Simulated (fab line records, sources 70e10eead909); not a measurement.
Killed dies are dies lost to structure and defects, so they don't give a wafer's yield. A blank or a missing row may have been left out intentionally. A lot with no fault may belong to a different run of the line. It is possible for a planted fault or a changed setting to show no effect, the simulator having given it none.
Chamber matching + flow nand_harc + ald_hk-03 running NHARC_A_CHANNEL_FILL_D1_ALD_14: 4 sister chambers
The step deposits SiO2, target thk 2.5 nm, pulse time 10 s, ald cycles 25. 4 wafers are shown with their chamber, then 12 later ones without.

WAFERS, EACH WITH ITS CHAMBER
| wafer  | chamber | heater_power_w (W) |
|--------|---------|--------------------|
| L088.3 | 0       | 490                |
| L088.5 | 2       | 471                |
| L086.3 | 1       | 428                |
| L086.5 | 3       | 487                |

WAFERS WITH NO CHAMBER GIVEN
| wafer  | heater_power_w (W) |
|--------|--------------------|
| L087.2 | 495                |
| L087.3 | 479                |
| L087.4 | 471                |
| L087.1 | 430                |
| L087.5 | 466                |
| L087.6 | 478                |
| L091.4 | 495                |
| L091.5 | 476                |
| L091.6 | 429                |
| L095.3 | 481                |
| L095.5 | 494                |
| L095.6 | 434                |

WHICH CHAMBER EACH WENT THROUGH
| wafer  | from the rows above          | in truth |
|--------|------------------------------|----------|
| L087.2 | can't be placed: 0 or 3      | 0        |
| L087.3 | can't be placed: 2 or 3 or 0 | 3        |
| L087.4 | 2                            | 2        |
| L087.1 | 1                            | 1        |
| L087.5 | 2                            | 2        |
| L087.6 | can't be placed: 2 or 3 or 0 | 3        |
| L091.4 | can't be placed: 0 or 3      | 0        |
| L091.5 | can't be placed: 2 or 3 or 0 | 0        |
| L091.6 | 1                            | 1        |
| L095.3 | can't be placed: 3 or 0 or 2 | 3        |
| L095.5 | can't be placed: 0 or 3      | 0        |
| L095.6 | 1                            | 1        |
5 of 12 placed correctly. From these rows, 7 cannot be placed; in 7 the true chamber is one of the candidates. Number placed wrongly: 0.
How it was worked out, from the rows above alone: a wafer's distance from a chamber is the root of the sum, over the readings, of the square of ((its reading less the chamber's mean) divided by the reading's scatter). If the next closest chamber is less than 2 further off than the closest, the wafer can't be placed; otherwise it belongs to the closest. For every chamber, the mean is computed from those of its wafers that are shown. The scatter: with one shown wafer a chamber, the root of the mean of the squares of how far each hidden wafer lies from its nearest shown one.
